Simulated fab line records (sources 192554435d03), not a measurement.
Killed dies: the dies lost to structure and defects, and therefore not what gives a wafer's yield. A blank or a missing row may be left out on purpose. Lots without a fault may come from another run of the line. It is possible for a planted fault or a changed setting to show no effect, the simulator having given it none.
Matching of chambers :: flow n5-finfet :: N5_BEOL_M13_VIA_ETCH_16 on rie-diel-03 has 4 sister chambers
The step etches SiOC in C4F8/O2/Ar, target depth 921.7 nm. 8 wafers are shown with their chamber, then 8 later ones without.

## WAFERS PAIRED WITH THEIR CHAMBERS
wafer: L343.6
chamber: 1
drypump-motor-current-A (A): 5.4
showerhead-plenum-p-Torr (Torr): 3.34

wafer: L345.5
chamber: 3
drypump-motor-current-A (A): 5.1
showerhead-plenum-p-Torr (Torr): 3.57

wafer: L348.3
chamber: 3
drypump-motor-current-A (A): 5.1
showerhead-plenum-p-Torr (Torr): 3.57

wafer: L348.6
chamber: 0
drypump-motor-current-A (A): 5.5
showerhead-plenum-p-Torr (Torr): 3.37

wafer: L352.1
chamber: 1
drypump-motor-current-A (A): 5.4
showerhead-plenum-p-Torr (Torr): 3.33

wafer: L352.3
chamber: 0
drypump-motor-current-A (A): 5.5
showerhead-plenum-p-Torr (Torr): 3.36

wafer: L352.6
chamber: 2
drypump-motor-current-A (A): 6.2
showerhead-plenum-p-Torr (Torr): 3.27

wafer: L354.3
chamber: 2
drypump-motor-current-A (A): 6.1
showerhead-plenum-p-Torr (Torr): 3.26

## WAFERS MISSING THEIR CHAMBER
wafer: L354.4
drypump-motor-current-A (A): 5.1
showerhead-plenum-p-Torr (Torr): 3.56

wafer: L354.5
drypump-motor-current-A (A): 5.4
showerhead-plenum-p-Torr (Torr): 3.33

wafer: L357.1
drypump-motor-current-A (A): 5.5
showerhead-plenum-p-Torr (Torr): 3.36

wafer: L357.3
drypump-motor-current-A (A): 6.2
showerhead-plenum-p-Torr (Torr): 3.26

wafer: L357.4
drypump-motor-current-A (A): 5.4
showerhead-plenum-p-Torr (Torr): 3.33

wafer: L361.1
drypump-motor-current-A (A): 6.1
showerhead-plenum-p-Torr (Torr): 3.26

wafer: L361.4
drypump-motor-current-A (A): 5.5
showerhead-plenum-p-Torr (Torr): 3.35

wafer: L361.5
drypump-motor-current-A (A): 5.4
showerhead-plenum-p-Torr (Torr): 3.33

## WHICH CHAMBER EACH WENT THROUGH
wafer: L354.4
from the rows above: 3
in truth: 3

wafer: L354.5
from the rows above: 1
in truth: 1

wafer: L357.1
from the rows above: 0
in truth: 0

wafer: L357.3
from the rows above: 2
in truth: 2

wafer: L357.4
from the rows above: 1
in truth: 1

wafer: L361.1
from the rows above: 2
in truth: 2

wafer: L361.4
from the rows above: can't be placed: 0 or 1
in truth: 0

wafer: L361.5
from the rows above: 1
in truth: 1
Correctly placed: 7 of 8. Can't be placed from these rows: 1 (the true chamber is among the candidates in 1). Placed wrongly: 0.
How it was worked out, from the rows above alone: a wafer's distance from a chamber is the root of the sum, over the readings, of the square of ((its reading less the chamber's mean) divided by the reading's scatter). The wafer belongs to the nearest chamber; if the next one is less than 2 further off, it can't be placed. Each chamber's mean is taken over the wafers shown for it. How the scatter is found: for the shown wafers, subtract from each reading the mean of its chamber, square and add these, divide the total by (wafers less chambers), then take the root.
